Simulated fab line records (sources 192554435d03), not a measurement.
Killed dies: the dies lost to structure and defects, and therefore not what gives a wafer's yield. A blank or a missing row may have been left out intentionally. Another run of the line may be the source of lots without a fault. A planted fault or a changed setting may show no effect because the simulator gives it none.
Split-lot trial || flow n5 finfet || 21 wafers read across 7 lots, on a route 1938 steps long

## SPLIT DETAILS
At N5_GATE_CUT_HM_DEP_46 (deposits SiO2 from TEOS/O2, target thk 130 nm, time 26.6 s), the setting time s was moved away from the recipe's 26.6 s on 4 of the 21 wafers read, by -6.9% to +11.2%. The other wafers ran this setting at the recipe's value.

## FROM THE SPLIT TO THE READING: what the file shows between them, 9 steps
- N5_GATE_CUT_COAT_34: time 60 s, resist thk 60 nm
- N5_GATE_CUT_COAT_35: time 60 s, resist thk 10 nm
- N5_GATE_CUT_STRIP_38: strips in N2/H2
- N5_GATE_CUT_STRIP_39: strips in N2/H2
- N5_GATE_CUT_HM_OPEN_40: chemistry C4F6/O2, target SiO2, target depth 139 nm, time 85.1 s
- N5_GATE_CUT_STRIP_41: strips in CF4
- N5_GATE_CUT_STRIP_42: strips in O2
- N5_GATE_CUT_ALD_22: deposits SiNx, target thk 16 nm, pulse time 1 s, ald cycles 320
- N5_GATE_CUT_CMP_23: polishes, stops on SiO2, t overpolish 23.4 s, target thk 16 nm

## THE READING
At N5_GATE_CUT_THK_MEAS_24: GC_FILL_THK, given in nm. Typical for fault-free wafers on this fab line: 220.2 nm, with standard deviation 1.6 nm.

{"wafer": "L074.1", "tool, chamber at the split": "pecvd-03, 1", "time s as run, s": 28.61, "against the recipe": "+7.6%", "GC_FILL_THK, nm": 228.8, "against lot-mates on the recipe": "+8.3"}
{"wafer": "L074.2", "tool, chamber at the split": "pecvd-03, 2", "time s as run, s": 28.61, "against the recipe": "+7.6%", "GC_FILL_THK, nm": 229.8, "against lot-mates on the recipe": "+9.3"}
{"wafer": "L074.4", "tool, chamber at the split": "pecvd-03, 2", "time s as run, s": 26.6, "against the recipe": "recipe", "GC_FILL_THK, nm": 220.5, "against lot-mates on the recipe": "-"}
{"wafer": "L081.3", "tool, chamber at the split": "pecvd-03, 2", "time s as run, s": 26.6, "against the recipe": "recipe", "GC_FILL_THK, nm": 219.7, "against lot-mates on the recipe": "-"}
{"wafer": "L081.4", "tool, chamber at the split": "pecvd-03, 0", "time s as run, s": 26.6, "against the recipe": "recipe", "GC_FILL_THK, nm": 222.5, "against lot-mates on the recipe": "-"}
{"wafer": "L081.6", "tool, chamber at the split": "pecvd-03, 1", "time s as run, s": 26.6, "against the recipe": "recipe", "GC_FILL_THK, nm": 221.8, "against lot-mates on the recipe": "-"}
{"wafer": "L083.1", "tool, chamber at the split": "pecvd-03, 0", "time s as run, s": 26.6, "against the recipe": "recipe", "GC_FILL_THK, nm": 218.7, "against lot-mates on the recipe": "-"}
{"wafer": "L083.5", "tool, chamber at the split": "pecvd-03, 1", "time s as run, s": 24.77, "against the recipe": "-6.9%", "GC_FILL_THK, nm": 211.6, "against lot-mates on the recipe": -6.5}
{"wafer": "L083.6", "tool, chamber at the split": "pecvd-03, 2", "time s as run, s": 26.6, "against the recipe": "recipe", "GC_FILL_THK, nm": 217.6, "against lot-mates on the recipe": "-"}
{"wafer": "L091.3", "tool, chamber at the split": "pecvd-02, 2", "time s as run, s": 26.6, "against the recipe": "recipe", "GC_FILL_THK, nm": 219.4, "against lot-mates on the recipe": "-"}
{"wafer": "L091.4", "tool, chamber at the split": "pecvd-02, 2", "time s as run, s": 26.6, "against the recipe": "recipe", "GC_FILL_THK, nm": 220.1, "against lot-mates on the recipe": "-"}
{"wafer": "L091.5", "tool, chamber at the split": "pecvd-02, 1", "time s as run, s": 26.6, "against the recipe": "recipe", "GC_FILL_THK, nm": 221.3, "against lot-mates on the recipe": "-"}
{"wafer": "L092.1", "tool, chamber at the split": "pecvd-02, 0", "time s as run, s": 26.6, "against the recipe": "recipe", "GC_FILL_THK, nm": 218.9, "against lot-mates on the recipe": "-"}
{"wafer": "L092.3", "tool, chamber at the split": "pecvd-02, 2", "time s as run, s": 26.6, "against the recipe": "recipe", "GC_FILL_THK, nm": 217.4, "against lot-mates on the recipe": "-"}
{"wafer": "L092.4", "tool, chamber at the split": "pecvd-02, 1", "time s as run, s": 26.6, "against the recipe": "recipe", "GC_FILL_THK, nm": 220.2, "against lot-mates on the recipe": "-"}
{"wafer": "L095.1", "tool, chamber at the split": "pecvd-01, 0", "time s as run, s": 29.58, "against the recipe": "+11.2%", "GC_FILL_THK, nm": 233.4, "against lot-mates on the recipe": "+14.7"}
{"wafer": "L095.3", "tool, chamber at the split": "pecvd-01, 1", "time s as run, s": 26.6, "against the recipe": "recipe", "GC_FILL_THK, nm": 220.1, "against lot-mates on the recipe": "-"}
{"wafer": "L095.5", "tool, chamber at the split": "pecvd-01, 0", "time s as run, s": 26.6, "against the recipe": "recipe", "GC_FILL_THK, nm": 217.3, "against lot-mates on the recipe": "-"}
{"wafer": "L097.1", "tool, chamber at the split": "pecvd-02, 0", "time s as run, s": 26.6, "against the recipe": "recipe", "GC_FILL_THK, nm": 221.3, "against lot-mates on the recipe": "-"}
{"wafer": "L097.2", "tool, chamber at the split": "pecvd-02, 1", "time s as run, s": 26.6, "against the recipe": "recipe", "GC_FILL_THK, nm": 222.5, "against lot-mates on the recipe": "-"}
{"wafer": "L097.3", "tool, chamber at the split": "pecvd-02, 1", "time s as run, s": 26.6, "against the recipe": "recipe", "GC_FILL_THK, nm": 221.2, "against lot-mates on the recipe": "-"}

THE FIT
A straight line over all 21 wafers: GC_FILL_THK changes by +1.21 nm for each +1% of time s; r = +0.95; the points scatter about the line by 1.5 nm.
The same after taking each lot's own level away (the mean of its wafers on the recipe; 21 wafers): +1.19 nm for each +1%; r = +0.97; scatter 1 nm.
According to that fit, moving time s by its largest amount changes the reading by 13 nm.
From 218.15 to 221.67 nm: that is the span of the lots' own levels, equal to 2.2 times the standard deviation above.
Hence the lot-to-lot level has little effect on the slope; both slopes agree.
Check: for one of the wafers moved furthest among these (+11.2%), held out of the fit, the line's prediction against its lot-mates is +12.4 nm. It came out at +14.7 nm against them.

## THE WHOLE CHAIN: every reading that the file lists as answering this split, in the file's order
{"step": "N5_GATE_CUT_HM_DEP_46", "what it does": "deposits SiO2 from TEOS/O2, target thk 130 nm, time 26.6 s", "reading": "SiO2_of_GATE_CUT_HM_DEP_46.thk nm (the simulator's own value, which no gauge read)", "change (the file's fit)": "+1.06 nm for each +1% of the setting", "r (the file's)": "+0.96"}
{"step": "N5_GATE_CUT_HM_OPEN_40", "what it does": "chemistry C4F6/O2, target SiO2, target depth 139 nm, time 85.1 s", "reading": "etch rf on time s", "change (the file's fit)": "withheld for each +1% of the setting", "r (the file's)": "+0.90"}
{"step": "N5_GATE_CUT_HM_OPEN_40", "what it does": "chemistry C4F6/O2, target SiO2, target depth 139 nm, time 85.1 s", "reading": "etch.depth nm (the simulator's own value, which no gauge read)", "change (the file's fit)": "+1.07 nm for each +1% of the setting", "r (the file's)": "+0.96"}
{"step": "N5_GATE_CUT_HM_OPEN_40", "what it does": "chemistry C4F6/O2, target SiO2, target depth 139 nm, time 85.1 s", "reading": "SOC_of_GATE_CUT_COAT_34.thk nm (the simulator's own value, which no gauge read)", "change (the file's fit)": "-0.218 nm for each +1% of the setting", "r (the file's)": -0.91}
{"step": "N5_GATE_CUT_THK_MEAS_24", "what it does": "", "reading": "GC_FILL_THK", "change (the file's fit)": "+1.2 for each +1% of the setting", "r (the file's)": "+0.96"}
{"step": "N5_GATE_CUT_CMP_43", "what it does": "polishes SiO2", "reading": "SiO2_of_GATE_CUT_HM_DEP_46.thk nm (the simulator's own value, which no gauge read)", "change (the file's fit)": "+0.0543 nm for each +1% of the setting", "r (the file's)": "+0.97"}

## THE FILE'S OWN FIT
GC_FILL_THK changes by +1.2 nm for each +1% of time s, r = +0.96.
